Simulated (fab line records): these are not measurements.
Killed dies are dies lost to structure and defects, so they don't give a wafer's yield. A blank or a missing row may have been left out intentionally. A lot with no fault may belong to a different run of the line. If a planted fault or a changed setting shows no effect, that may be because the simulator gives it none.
Problem report in the 8D (eight disciplines) form, filled by code	flow n5_finfet	the parts of the form that need people (team, actions taken, sign-off) are left out

1. WHAT WENT WRONG
At N5_BEOL_M2_COAT_05, spin_speed_rpm averages 1339.9 rpm over 6 wafers from 2 lots, while fault-free wafers read 1500.1 rpm, standard deviation 1.3. So: -99 or more standard deviations from the usual mean.
The step: resist thk 30 nm.
First seen on wafer L592.1, day 8 12:05, on litho_track-04. The record has a number at this step for 30 wafers belonging to 10 lots. The rule behind "out" and "out of limits": a value lying over 4 standard deviations away from the usual mean. The other wafers with a number count as sound.

2. WHAT THIS IS AND IS NOT
question	is	is not
which readings at this step	spin_speed_rpm	chill_plate_temp_C, dispense_pressure_kPa
which lots	L592, L594	L586, L587, L590, L591, L593, L606, L607, L608
which wafers of those lots	all that have a number	-
read on which tools	litho_track-04	litho_track-02, litho_track-03
when	from day 8 12:05	up to then (12 sound wafers); but 12 sound wafers of L593, L606, L607, L608 came after

3. SUSPECTS, AND WHAT RULES EACH OUT
Counting: a tool stays on the suspect list if, at a process step up to the reading, it processed all lots that are out and no sound lot following the first of them.
- cmp-01 at N5_BEOL_M1_CMP_52 (polishes, stops on SiOC, t overpolish 6.8 s, target thk 40 nm): ruled out as a lasting fault. Following L592 (day 8 10:53), the first lot on it that is out, the sound lots L593 were run on it.
- pecvd-03 at N5_BEOL_M1_DEP_57 (deposits SiCN from 3MS/NH3, target thk 8 nm, time 14 s): ruled out as a lasting fault. Following L592 (day 8 11:22), the first lot on it that is out, the sound lots L607, L608 were run on it.
- litho_track-04 at N5_BEOL_M2_COAT_05 (resist thk 30 nm): ruled out as a lasting fault. Following L592 (day 8 12:05), the first lot on it that is out, the sound lots L606 were run on it.
Left after counting: nothing in the record.

4. THE CAUSE (what the simulator had put in)
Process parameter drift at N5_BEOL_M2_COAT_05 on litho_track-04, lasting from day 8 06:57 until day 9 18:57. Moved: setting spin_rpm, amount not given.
Counting ruled it out, wrongly.

5. SEQUENCE OF EFFECTS, ordered by route
Each row: a reading where the mean over the struck wafers with a number is more than 3 standard deviations away from the usual. Readings are gone through only where the record gives a usual standard deviation; hours: the median, over the lots, of the time from a lot's start at the first step in this table giving one to that lot's start at this step; sigmas: the change measured in usual standard deviations.
hours	step	reading	usual	on struck wafers	change	sigmas
0	N5_BEOL_M2_COAT_05	spin_speed_rpm	1500.1 rpm	1339.9	-160.2	-99 or more
Its process steps:
- N5_BEOL_M2_COAT_05: resist thk 30 nm.
At these later measuring or inspecting steps, every struck wafer for which the step has a row has a number for every such reading, and none has moved that far: N5_BEOL_M4_RC_MEAS_101.

6. HOW IT WOULD HAVE BEEN CAUGHT EARLIER
5 hours passed between the start of the fault at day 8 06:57 and the first reading out of limits in this record, taken at day 8 12:05.
